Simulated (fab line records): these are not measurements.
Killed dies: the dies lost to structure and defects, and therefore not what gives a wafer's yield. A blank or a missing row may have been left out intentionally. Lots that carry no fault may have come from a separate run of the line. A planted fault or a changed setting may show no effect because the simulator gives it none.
Matching of chambers ; flow n5_finfet ; N5_SPACER0_ALD_00 on ald_sin-02 has 4 sister chambers
The step deposits SiOCN, target thk 3.5 nm, pulse time 3 s, purge time 2 s. 17 wafers are shown with their chamber, then 8 later ones without.

WAFERS WITH THEIR CHAMBER
wafer;chamber;heater_power_w (W);precursor_pulse_height_rel
L711.2;3;812;1.046
L711.3;2;723;1.011
L711.6;0;699;0.993
L712.2;0;685;0.998
L712.3;3;812;0.981
L712.5;0;670;1.006
L715.1;3;812;0.992
L715.2;0;663;0.969
L715.3;1;740;0.991
L716.2;0;683;1.041
L716.4;1;743;0.998
L716.6;3;808;0.998
L718.2;0;672;0.977
L718.3;2;729;1.027
L718.5;1;754;0.998
L717.1;2;718;1.011
L717.2;3;819;1.034

SIGNATURES (means of the wafers above)
reading;chamber 0;chamber 1;chamber 2;chamber 3;scatter within a chamber
heater_power_w;678.67;745.67;723.33;812.60;9.07
precursor_pulse_height_rel;0.99733;0.99567;1.01633;1.01020;0.0225
Rule: distance of a wafer from a chamber = root of the sum over the readings of ((wafer's reading minus chamber's mean) / reading's scatter) squared. If the next closest chamber is less than 2 further off than the closest, the wafer can't be placed; otherwise it belongs to the closest. The scatter is the square root of a quotient: the sum, over the shown wafers, of each reading's squared deviation from its chamber's mean, divided by wafers minus chambers.

WAFERS WITHOUT THEIR CHAMBER
wafer;heater_power_w (W);precursor_pulse_height_rel
L717.6;803;1.022
L723.2;683;0.992
L723.3;772;1.001
L723.4;825;1.010
L729.2;725;1.022
L729.5;820;0.990
L734.1;756;1.012
L734.5;819;1.029

EACH ONE'S CHAMBER
wafer;from the rows above;in truth
L717.6;3;3
L723.2;0;0
L723.3;can't be placed: 1 or 3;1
L723.4;3;3
L729.2;2;2
L729.5;3;3
L734.1;1;1
L734.5;3;3
Correctly placed: 7 of 8. Can't be placed from these rows: 1 (the true chamber is among the candidates in 1). 0 placed wrongly.
